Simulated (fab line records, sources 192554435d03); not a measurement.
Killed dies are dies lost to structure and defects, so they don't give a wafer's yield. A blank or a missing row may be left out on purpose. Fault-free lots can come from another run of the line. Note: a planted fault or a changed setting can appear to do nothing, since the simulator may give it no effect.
A struck lot beside a sound one    flow n5Finfet    16 steps out of a route of 1938
Sound: these wafers, L532.1, L532.2, L532.3. Struck: wafer L539.1 (L539.4, L539.6, from the same lot, were not struck and are left out); the cause is given at the end.
Each step with rows lists, per side, the tool, then ch with its chambers, then its first start. Under that, the readings that differ: sound wafers    struck wafers    difference of the means    sigmas: that difference in standard deviations of wafers without a fault.
alike: readings whose means differ by less than 2 such deviations, and words and numbers that are the same on both sides. not compared: withheld readings, readings that some wafer has no value for, bounds like >300 that may hide the same value, and numbers for which the record gives no deviation and whose values overlap.
Wherever a step has rows on one side only, a row that says differs or no value, or a row with sigmas, the two part there. Non-overlapping numbers with no deviation appear without sigmas and do not part them. A reading missing from all wafers of one side parts the sides only when that side holds two or more wafers.

first, 2 steps without rows for these wafers: N5_BEOL_M3_PEB_09 (peb time 60 s); N5_BEOL_M3_DEVELOP_10 (develop time 30 s).
N5_BEOL_M3_CD_MEAS_11 targets a cd of 17.05 nm.
  sound on cdSem-01 ch 0, day 8 01:52; struck on cdSem-01 ch 0, day 9 09:08
  alike: cdNm
N5_BEOL_M3_OVL_MEAS_12:
  sound on overlay-02 ch 0, day 8 01:54; struck on overlay-02 ch 0, day 9 09:10
  alike: M3_OVL
N5_BEOL_M3_INSPECT_13: inspects for defects (brightfield).
  sound: defectInspect-01 at day 8 01:58; struck: defectInspect-01 at day 9 09:14
  alike: rawDefectCount
then, 1 step without rows for these wafers: N5_BEOL_M3_DESCUM_16 (chemistry O2, time 7 s).
N5_BEOL_M3_ETCH_74: etches underlayer in N2/H2, target depth 6.5 nm, time 5.2 s.
  sound on rieDiel-03 ch 0,1,3, day 8 02:02; struck on rieDiel-01 ch 1, day 9 09:18
reading              sound           struck  difference  sigmas
oesProductAu (a.u.)  0.58 0.78 0.81  0.57    -0.15       -2
rfHoursCounterH (h)  236 26 18       238     +145        
  alike: drypumpMotorCurrentA, etchRfOnTimeS, rfVppV, showerheadPlenumPTorr, throttleValvePct
N5_BEOL_M3_ETCH_63: etches SiARC in CF4, target depth 15.6 nm, time 26 s.
  sound on rieDiel-03 ch 0,1,3, day 8 02:03; struck on rieDiel-01 ch 1, day 9 09:19
reading              sound           struck  difference  sigmas
oesProductAu (a.u.)  0.60 0.79 0.82  0.58    -0.16       -2
rfHoursCounterH (h)  236 26 18       238     +145        
  alike: drypumpMotorCurrentA, etchRfOnTimeS, rfVppV, showerheadPlenumPTorr, throttleValvePct
N5_BEOL_M3_ETCH_64: etches SOC in N2/H2, target depth 75 nm, overetch 15 nm, time 112.5 s.
  sound on rieDiel-03 ch 0,1,3, day 8 02:04; struck on rieDiel-01 ch 1, day 9 09:20
reading              sound           struck  difference  sigmas
oesProductAu (a.u.)  0.55 0.70 0.73  0.53    -0.13       -2
rfHoursCounterH (h)  236 26 18       238     +145        
  alike: drypumpMotorCurrentA, rfVppV, showerheadPlenumPTorr, throttleValvePct
then, 2 steps without rows for these wafers: N5_BEOL_M3_STRIP_65 (strips in N2/H2); N5_BEOL_M3_STRIP_75 (strips in N2/H2).
N5_BEOL_M3_STRIP_66: strips in CF4.
  sound on rieDiel-03 ch 0,1,3, day 8 02:12; struck on rieDiel-01 ch 1, day 9 09:28
reading                       sound           struck  difference  sigmas
rfHoursCounterH (h)           236 26 18       238     +145        
showerheadPlenumPTorr (Torr)  1.79 1.78 1.78  1.70    -0.08       -2
  alike: drypumpMotorCurrentA, oesProductAu, powerW, rfVppV, throttleValvePct
N5_BEOL_M3_HM_OPEN_17: chemistry Cl2/BCl3, target TiN, target depth 20 nm, overetch 6 nm.
  sound on rieMetal-02 ch 0,1, day 8 02:15; struck on rieMetal-01 ch 1, day 9 09:31
reading                                  sound         struck  difference  sigmas
model.SOC_of_BEOL_M3_COAT_61.thkNm (nm)  52.2 52 51.8  53.6    +1.6        
  alike: drypumpMotorCurrentA, oes_ar_750_au, oesProductAu, throttleValvePct
  not compared: rfHoursCounterH
N5_BEOL_M3_STRIP_19: strips in O2.
  sound on rieDiel-03 ch 1,2,3, day 8 02:22; struck on rieDiel-03 ch 3, day 9 09:40
  alike: drypumpMotorCurrentA, oesProductAu, rfVppV, showerheadPlenumPTorr, throttleValvePct
  not compared: rfHoursCounterH
N5_BEOL_M4_RC_MEAS_101:
  sound on prober-02 ch 0, day 8 21:28; struck on prober-02 ch 0, day 10 01:52
  alike: DIBL_N, DIBL_P, IOFF_N, IOFF_P, ION_N, ION_P, SS_N, SS_P, VT_N, VT_P
-- a jump in the record: the struck wafers' starts before and after are 4 days apart (it breaks off in module BEOL_M4 and resumes in module PASSIVATION, where the first step shown is number 1936 of the route) --
N5_PASSIVATION_PROBE_49:
  sound: prober-01 at day 13 06:03; struck: prober-01 at day 14 13:38
reading                 sound           struck  difference  sigmas
defectLimitedYield (%)  93.1 88.0 90.4  93.6    +3.1        +2
killedDies              81 142 113      76      -36         -2
sortNPass               1099 1038 1067  1104    +36         +2
sortYieldPct (%)        93.1 88.0 90.4  93.6    +3.1        +2
  alike: killed_at_M0_to_M3, killed_at_M4_up, killedAtContacts, killedAtFrontEnd, killedAtOther, killedOnRim, killedOpen, killedShort, sort_bin_4_leakage, sort_bin_5_function, sort_bin_6_memory, sort_bin_8_speed

## WHERE THEY PART
At N5_BEOL_M3_ETCH_74 first; at N5_PASSIVATION_PROBE_49 last (within this record only).

WHY: what the simulator had put in
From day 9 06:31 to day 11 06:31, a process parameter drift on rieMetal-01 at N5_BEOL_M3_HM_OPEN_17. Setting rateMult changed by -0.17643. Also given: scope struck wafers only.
